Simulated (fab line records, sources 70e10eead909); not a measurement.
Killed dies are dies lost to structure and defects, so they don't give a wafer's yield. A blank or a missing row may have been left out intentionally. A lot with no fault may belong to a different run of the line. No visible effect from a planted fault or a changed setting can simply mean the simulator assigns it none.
fab line records	flow nand_harc
[record] lots = 13	wafers = 39	last_day = 33
route steps=1302 shown P_GATE@143 END@1302
lots with no fault: from the same line, run without faults
start_h: start of the lot's first displayed wafer, in hours after the record's first day	wait_h: how many hours have passed since the lot's step before this one	" unchanged from the row above	L1.1+2: a single row standing in for several wafers	- no value, or no start given	* or withheld: withheld	< > ~ a bound
route shown NAME@n: NAME is a module with steps in the file, n the number in the route of the first one	usual: mean/standard deviation of fault-free wafers	same: alike in all rows	chamber/n: place in a boat	sites: the reading at each site	_std_site: standard deviation of those values	_edge_site: mean of outer sites minus mean of inner sites	radius_mm: how far each site lies from the wafer's centre	mask NAME#n: copy n	behind: the last tool/chamber to shape the wafer	hold: why the lot went on hold/how many hours it stayed there/how the hold came to an end	device: transistor that didn't switch, given as n, p or np	end of line: the same wafers' tests at the end of the route	step lacking rows: just its recipe	killed: dies lost to structure and defects at the first sort, not the wafer's yield	map: dies across one wafer; x = killed, . = not, _ = none there
set.NAME: the setting as run; set.NAME@STEP: as run at that earlier step	model.NAME: the simulator's own value behind a step, which no gauge read
one table for each step of the route and one row for each wafer, over a sample of lots
services: the hour from which a tool's chamber was out of use, counted from the record's first day as start_h (under 0 if before that day), plus the number of hours and why
[[steps]]
[step NHARC_P_GATE_INSPECT_28]
[usual] raw_defect_count = 6.0/2.9
lot.wafer	tool	chamber	start_h	wait_h	raw_defect_count
L654.1	defect_inspect-01	-	95.92	0.0	6
L654.5	"	-	"	"	4
L654.6	"	-	"	"	8
L658.1	defect_inspect-01	-	134.57	0.0	5
L658.2	"	-	"	"	7
L658.6	"	-	"	"	12
L659.2	defect_inspect-02	-	145.18	0.0	9
L659.3	"	-	"	"	3
L659.6	"	-	"	"	6
L660.1	defect_inspect-01	-	155.41	0.0	11
L660.2	"	-	"	"	7
L660.4	"	-	"	"	5
L667.1	defect_inspect-02	-	227.87	0.0	6
L667.4	"	-	"	"	7
L667.6	"	-	"	"	13
L668.1	defect_inspect-02	-	242.27	0.0	8
L668.2	"	-	"	"	2
L668.3	"	-	"	"	4
L669.3	defect_inspect-01	-	251.32	0.0	6
L669.5	"	-	"	"	8
L669.6	"	-	"	"	6
L670.3	defect_inspect-01	-	258.50	0.0	6
L670.4	"	-	"	"	5
L670.6	"	-	"	"	3
L671.1	defect_inspect-01	-	267.21	0.0	4
L671.3	"	-	"	"	4
L671.5	"	-	"	"	2
L672.3	defect_inspect-01	-	279.17	0.0	6
L672.4	"	-	"	"	1
L672.6	"	-	"	"	3
L674.1	defect_inspect-02	-	303.62	0.0	6
L674.2	"	-	"	"	6
L674.5	"	-	"	"	5
L675.4	defect_inspect-02	-	314.57	0.0	9
L675.5	"	-	"	"	11
L675.6	"	-	"	"	14
L677.3	defect_inspect-02	-	326.45	0.0	7
L677.4	"	-	"	"	6
L677.5	"	-	"	"	6
[step NHARC_P_GATE_ALD_36]
[recipe] target_thk_a = 200	pulse_time_s = 60	ald_cycles = 223	temp_c = 400	material = SiNx
[usual] heater_power_w = 792/75	precursor_pulse_height_rel = 1.001/0.02
lot.wafer	tool	chamber	start_h	wait_h	heater_power_w	precursor_pulse_height_rel
L654.1	ald_sin-04	1	99.38	-	825	0.971
L654.5	"	3	101.47	-	836	1.003
L654.6	"	0	102.52	-	717	0.964
L658.2	ald_sin-01	0	136.97	-	786	0.974
L658.1	"	1	138.03	-	837	0.987
L658.6	"	0	141.20	-	809	0.992
L659.3	ald_sin-03	3	146.49	-	963	1.000
L659.2	"	1	148.62	-	595	0.998
L659.6	"	0	151.82	-	785	1.033
L660.2	ald_sin-04	3	156.77	-	830	0.999
L660.1	"	0	158.17	-	702	1.019
L660.4	"	0	162.38	-	701	1.008
L667.4	ald_sin-01	2	229.19	-	782	0.994
L667.1	"	0	231.29	-	800	0.994
L667.6	"	3	234.44	-	786	0.995
L668.1	ald_sin-04	0	243.62	-	698	0.966
L668.2	"	1	245.71	-	834	0.953
L668.3	"	0	247.81	-	703	1.008
L669.3	ald_sin-03	2	255.76	-	852	0.978
L669.6	"	3	256.80	-	910	1.017
L669.5	"	0	257.85	-	819	0.999
L670.4	ald_sin-01	3	259.81	-	784	1.015
L670.3	"	2	263.00	-	773	0.987
L670.6	"	0	265.13	-	802	1.031
L671.1	ald_sin-03	0	268.53	-	803	0.967
L671.3	"	2	270.65	-	837	1.016
L671.5	"	1	273.83	-	658	0.989
L672.3	ald_sin-04	2	280.48	-	803	1.031
L672.4	"	1	283.66	-	778	0.971
L672.6	"	3	285.78	-	843	0.992
L674.2	ald_sin-03	1	304.94	-	644	1.028
L674.1	"	2	305.99	-	832	1.016
L674.5	"	2	310.18	-	832	1.014
L675.4	ald_sin-04	2	318.01	-	815	1.016
L675.6	"	0	320.14	-	678	1.038
L675.5	"	1	321.20	-	804	1.006
L677.4	ald_sin-03	2	328.84	-	850	1.003
L677.3	"	3	329.90	-	916	0.977
L677.5	"	2	333.08	-	835	0.999
[step NHARC_P_GATE_EXPOSE_43]
[recipe] na = 0.6	target_cd_nm = 720	dose_mj = 14.81	mask_id = P_NSD
lot.wafer	tool	chamber	start_h	wait_h	mask
L654.1+5+6	krf_scanner-04	0	107.59	-	P_NSD#0
L658.1+2+6	krf_scanner-04	0	146.16	-	P_NSD#0
L659.2+3+6	krf_scanner-03	0	156.93	-	P_NSD#0
L660.1+2+4	krf_scanner-03	0	169.09	-	P_PSD#0
L667.1+4+6	krf_scanner-03	0	239.43	-	P_NSD#0
L668.1+2+3	krf_scanner-03	0	260.10	-	P_NSD#0
L669.3+5+6	krf_scanner-04	0	262.93	-	P_NSD#0
L670.3+4+6	krf_scanner-03	0	270.25	-	P_NSD#0
L671.1+3+5	krf_scanner-04	0	278.92	-	P_NSD#0
L672.3+4+6	krf_scanner-03	0	290.92	-	P_NSD#0
L674.1+2+5	krf_scanner-02	0	315.27	-	P_NSD#0
L675.4+5+6	krf_scanner-02	0	326.19	-	P_NSD#0
L677.3+4+5	krf_scanner-03	0	338.19	-	P_NSD#0
[step NHARC_P_GATE_CD_MEAS_46]
[recipe] target_cd_nm = 720	landing_energy_ev = 500
[usual] cd_nm = 720.5/1.9
[same] landing_energy_ev = 500
lot.wafer	tool	chamber	start_h	wait_h	cd_nm
L654.1	cd_sem-01	0	107.75	-	720.4
L654.5	"	0	"	"	721.8
L654.6	"	0	"	"	719.0
L658.1	cd_sem-03	0	146.32	-	716.3
L658.2	"	0	"	"	718.0
L658.6	"	0	"	"	718.3
L659.2	cd_sem-03	0	157.08	-	719.1
L659.3	"	0	"	"	720.8
L659.6	"	0	"	"	718.2
L660.1	cd_sem-02	0	169.25	-	-
L660.2	"	0	"	"	-
L660.4	"	0	"	"	-
L667.1	cd_sem-03	0	239.59	-	716.5
L667.4	"	0	"	"	718.6
L667.6	"	0	"	"	716.5
L668.1	cd_sem-03	0	260.26	-	719.5
L668.2	"	0	"	"	719.5
L668.3	"	0	"	"	721.3
L669.3	cd_sem-03	0	263.08	-	723.9
L669.5	"	0	"	"	721.9
L669.6	"	0	"	"	723.9
L670.3	cd_sem-02	0	270.41	-	718.9
L670.4	"	0	"	"	720.2
L670.6	"	0	"	"	717.2
L671.1	cd_sem-01	0	279.08	-	721.9
L671.3	"	0	"	"	720.6
L671.5	"	0	"	"	722.7
L672.3	cd_sem-02	0	291.07	-	721.6
L672.4	"	0	"	"	723.2
L672.6	"	0	"	"	719.7
L674.1	cd_sem-01	0	315.42	-	721.8
L674.2	"	0	"	"	721.0
L674.5	"	0	"	"	721.0
L675.4	cd_sem-01	0	326.34	-	721.5
L675.5	"	0	"	"	720.8
L675.6	"	0	"	"	719.3
L677.3	cd_sem-03	0	338.34	-	721.9
L677.4	"	0	"	"	720.1
L677.5	"	0	"	"	721.2
[step NHARC_P_GATE_STRIP_76]
[recipe] power_w = 1500	temp_c = 250	chemistry = O2
[usual] drypump_motor_current_A = 5.8/0.43	heater_power_w = 350/58
lot.wafer	tool	chamber	start_h	wait_h	drypump_motor_current_A	heater_power_w	rf_hours_counter_h
L654.1	plasma_asher-01	1	110.31	0.2	5.9	435	25
L654.6	"	0	"	"	6.4	345	-
L654.5	"	1	"	"	5.9	428	-
L658.2	plasma_asher-01	1	148.96	0.2	6.0	427	34
L658.1	"	0	"	"	6.4	345	34
L658.6	"	0	"	"	6.4	342	-
L659.2	plasma_asher-01	0	159.62	0.2	6.4	340	36
L659.3	"	0	"	"	6.4	350	-
L659.6	"	1	"	"	5.9	433	-
L660.2	plasma_asher-02	0	171.80	0.2	5.4	274	13
L660.1	"	1	"	"	5.4	328	13
L660.4	"	1	"	"	5.4	326	-
L667.1	plasma_asher-01	0	242.05	0.2	6.4	347	13
L667.4	"	1	"	"	6.0	430	-
L667.6	"	0	"	"	6.4	348	-
L668.2	plasma_asher-01	1	262.80	0.2	5.9	422	16
L668.1	"	0	"	"	6.4	354	16
L668.3	"	1	"	"	5.9	440	-
L669.3	plasma_asher-02	0	265.66	0.1	5.4	269	-
L669.6	"	1	"	"	5.4	320	-
L669.5	"	0	"	"	5.4	275	-
L670.4	plasma_asher-01	0	272.96	0.2	6.4	355	-
L670.3	"	1	"	"	5.9	429	-
L670.6	"	0	"	"	6.4	349	-
L671.1	plasma_asher-01	0	281.52	0.2	6.4	352	21
L671.3	"	1	"	"	5.9	415	-
L671.5	"	1	"	"	5.9	438	-
L672.3	plasma_asher-01	0	293.63	0.2	6.5	349	-
L672.4	"	1	"	"	5.9	429	-
L672.6	"	0	"	"	6.4	354	-
L674.1	plasma_asher-01	0	317.99	0.2	6.4	353	29
L674.2	"	1	"	"	5.9	430	29
L674.5	"	1	"	"	5.9	432	-
L675.4	plasma_asher-02	1	340.68	0.2	5.4	316	-
L675.5	"	1	"	"	5.4	327	-
L675.6	"	0	"	"	5.4	263	-
L677.4	plasma_asher-02	0	351.18	0.2	5.4	270	-
L677.3	"	1	"	"	5.4	332	-
L677.5	"	1	"	"	5.4	335	-
[step NHARC_END_SORT_01]
[recipe] temp_c = 25
[usual] killed_at_array = 52/18	killed_at_other = 1.2/1.5	killed_at_periphery = 4/3.2	killed_dies = 57/17	killed_open = 3.1/1.9	killed_short = 2.5/1.7
[same] gross_dies = 677
lot.wafer	tool	chamber	start_h	wait_h	killed_at_array	killed_at_other	killed_at_periphery	killed_dies	killed_open	killed_short
L660.1	prober-01	0	647.34	2.5	67	0	610	677	1	1
L660.2	prober-01	0	648.16	2.8	71	1	605	677	4	2
L660.4	prober-01	0	649.79	3.4	58	0	619	677	2	1
L667.1	prober-01	0	685.50	2.5	29	0	13	42	2	3
L667.4	prober-01	0	687.92	3.4	19	0	14	33	4	3
L667.6	prober-01	0	689.52	4.0	21	1	15	37	2	2
L671.1	prober-01	0	715.14	2.5	49	0	1	50	5	0
L671.3	prober-01	0	716.73	3.1	61	0	0	61	2	1
L671.5	prober-01	0	718.32	3.7	56	0	1	57	4	1
L672.3	prober-01	0	740.80	3.1	70	2	4	76	7	3
L672.4	prober-01	0	741.59	3.4	79	4	0	83	0	3
L672.6	prober-01	0	743.18	4.0	50	3	1	54	2	0
// killed by level:class
L660.1 P_GATE:area_expose=608 A_CHANNEL_HOLE_D1:chamber_film_flake=31 A_SLIT:chamber_film_flake=20 A_CHANNEL_HOLE_D2:chamber_film_flake=10 A_CONTACT:chamber_film_flake=3 P_CONTACT:geometric_particle:open=1 A_CHANNEL_FILL_D2:geometric_particle:short=1 P_ZERO_WELL:chamber_film_flake=1
L660.2 P_GATE:area_expose=601 A_SLIT:chamber_film_flake=36 A_CHANNEL_HOLE_D1:chamber_film_flake=20 A_CHANNEL_HOLE_D2:chamber_film_flake=10 A_STAIRCASE:chamber_film_flake=2 A_CONTACT:chamber_film_flake=2 P_GATE:geometric_particle:open=1 P_CONTACT:geometric_particle:open=1
L660.4 P_GATE:area_expose=618 A_SLIT:chamber_film_flake=27 A_CHANNEL_HOLE_D1:chamber_film_flake=16 A_CHANNEL_HOLE_D2:chamber_film_flake=8 A_STAIRCASE:chamber_film_flake=2 A_CONTACT:chamber_film_flake=2 P_GATE:geometric_particle:open=1 A_ONON_D1:geometric_particle:open=1
L667.1 A_CHANNEL_HOLE_D1:chamber_film_flake=14 P_GATE:chamber_film_flake=6 A_SLIT:chamber_film_flake=5 P_M0:chamber_film_flake=2 P_BONDPAD:chamber_film_flake=2 A_DECK1_JOINT:chamber_film_flake=2 A_WL_FILL:chamber_film_flake=2 A_CONTACT:chamber_film_flake=2
L667.4 P_GATE:chamber_film_flake=7 A_CHANNEL_HOLE_D1:chamber_film_flake=5 P_M0:chamber_film_flake=3 A_CHANNEL_FILL_D1:chamber_film_flake=3 A_SLIT:chamber_film_flake=3 P_STI:geometric_particle:open=1 A_ONON_D1:geometric_particle:short=1 A_ONON_D1:geometric_particle:open=1
L667.6 A_CHANNEL_HOLE_D1:chamber_film_flake=7 P_BONDPAD:chamber_film_flake=5 P_M0:chamber_film_flake=4 P_STI:chamber_film_flake=3 A_WL_FILL:chamber_film_flake=3 A_CONTACT:chamber_film_flake=3 A_SLIT:chamber_film_flake=2 A_CHANNEL_FILL_D1:chamber_film_flake=2
L671.1 A_CHANNEL_HOLE_D1:chamber_film_flake=19 A_STAIRCASE:chamber_film_flake=9 A_CONTACT:chamber_film_flake=5 A_BLC:chamber_film_flake=5 A_BLC:geometric_particle:open=3 A_SLIT:chamber_film_flake=3 A_CHANNEL_FILL_D1:chamber_film_flake=2 P_M0:geometric_particle:open=1
L671.3 A_CHANNEL_HOLE_D1:chamber_film_flake=33 A_STAIRCASE:chamber_film_flake=10 A_BLC:chamber_film_flake=4 A_WL_FILL:chamber_film_flake=3 A_CONTACT:chamber_film_flake=3 A_SLIT:chamber_film_flake=2 A_CHANNEL_HOLE_D1:geometric_particle:short=1 A_CHANNEL_HOLE_D2:geometric_particle:open=1
L671.5 A_CHANNEL_HOLE_D1:chamber_film_flake=33 A_STAIRCASE:chamber_film_flake=6 A_SLIT:chamber_film_flake=3 A_CONTACT:chamber_film_flake=3 A_CHANNEL_FILL_D1:chamber_film_flake=2 A_SGD_CUT:chamber_film_flake=2 A_BLC:chamber_film_flake=2 P_GATE:geometric_particle:open=1
L672.3 A_CHANNEL_HOLE_D2:chamber_film_flake=24 A_CHANNEL_HOLE_D1:chamber_film_flake=20 A_SLIT:chamber_film_flake=9 A_CONTACT:chamber_film_flake=5 A_ONON_D1:geometric_particle:short=2 A_CHANNEL_FILL_D2:chamber_film_flake=2 A_WL_FILL:chamber_film_flake=2 THIN_TSV:chamber_film_flake=2
L672.4 A_CHANNEL_HOLE_D1:chamber_film_flake=30 A_CHANNEL_HOLE_D2:chamber_film_flake=27 A_CONTACT:chamber_film_flake=6 A_SLIT:chamber_film_flake=5 THIN_TSV:chamber_film_flake=4 A_CHANNEL_FILL_D2:chamber_film_flake=3 A_STAIRCASE:chamber_film_flake=3 A_CHANNEL_HOLE_D1:geometric_particle:short=1
L672.6 A_CHANNEL_HOLE_D2:chamber_film_flake=18 A_CHANNEL_HOLE_D1:chamber_film_flake=17 A_SLIT:chamber_film_flake=3 THIN_TSV:chamber_film_flake=3 A_WL_FILL:chamber_film_flake=3 A_CONTACT:chamber_film_flake=3 A_ZERO_WELL:chamber_film_flake=2 A_STAIRCASE:chamber_film_flake=2
[[services]]
tool	chamber	start_h	hours	kind
ald_sin-04	-	85.53	10.0	pm
krf_scanner-04	-	87.17	0.5	repair
krf_scanner-02	-	94.00	4.0	pm
plasma_asher-02	-	107.71	9.0	pm
ald_sin-04	2	120.91	85.2	repair
krf_scanner-03	-	136.21	1.5	repair
krf_scanner-04	-	158.97	0.7	repair
plasma_asher-01	-	165.69	9.0	pm
ald_sin-04	1	169.61	11.9	repair
ald_sin-03	-	170.00	10.0	pm
krf_scanner-04	-	177.57	0.6	repair
krf_scanner-04	-	182.00	4.0	pm
ald_sin-01	-	212.59	10.0	pm
krf_scanner-03	-	224.00	4.0	pm
ald_sin-04	3	237.46	7.3	repair
ald_sin-04	-	238.47	0.6	repair
krf_scanner-04	-	243.14	1.5	repair
ald_sin-04	2	243.26	7.2	repair
ald_sin-04	-	263.53	10.0	pm
plasma_asher-02	-	284.71	9.0	pm
krf_scanner-04	-	327.36	2.3	repair
ald_sin-01	0	340.56	4.1	repair
ald_sin-01	0	345.71	1.4	repair
ald_sin-03	-	348.00	10.0	pm
[[key]]
[first_sign] step = NHARC_P_GATE_EXPOSE_43	reading = mask	direction = changed
[effect] step = NHARC_P_GATE_CD_MEAS_46	reading = cd_nm	direction = missing
[effect] step = NHARC_END_SORT_01	reading = killed_at_periphery	direction = up	sigmas = 99+	usual = 4	struck = 611
[more_kills_born_at] NHARC_P_GATE_EXPOSE_43@krf_scanner-03 = 1827
met_at NHARC_P_GATE_EXPOSE_43
struck_lots L660
later_rows_left_out L660.1,L660.2,L660.4
tester_left_out L660
not_acting_at NHARC_P_GATE_INSPECT_28,NHARC_P_GATE_ALD_36,NHARC_P_GATE_STRIP_76
onset_between 156.93 169.09
[fault] kind = wrong_mask	tool = any	chamber = -	onset_h = 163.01	steps = NHARC_P_GATE_EXPOSE_43	aux_copy = P_PSD#0	scope = struck_lots_only
// tester_left_out: of these lots the tester's yield and bins aren't shown, on N5 and GAA mostly nor the transistor test; their killed dies are dies lost to structure and defects alone, not to doping, threshold or leakage, so they don't give the yield
// later_rows_left_out: the simulator's readings of these wafers behind a module that went badly wrong aren't trusted and aren't shown, but for the sort
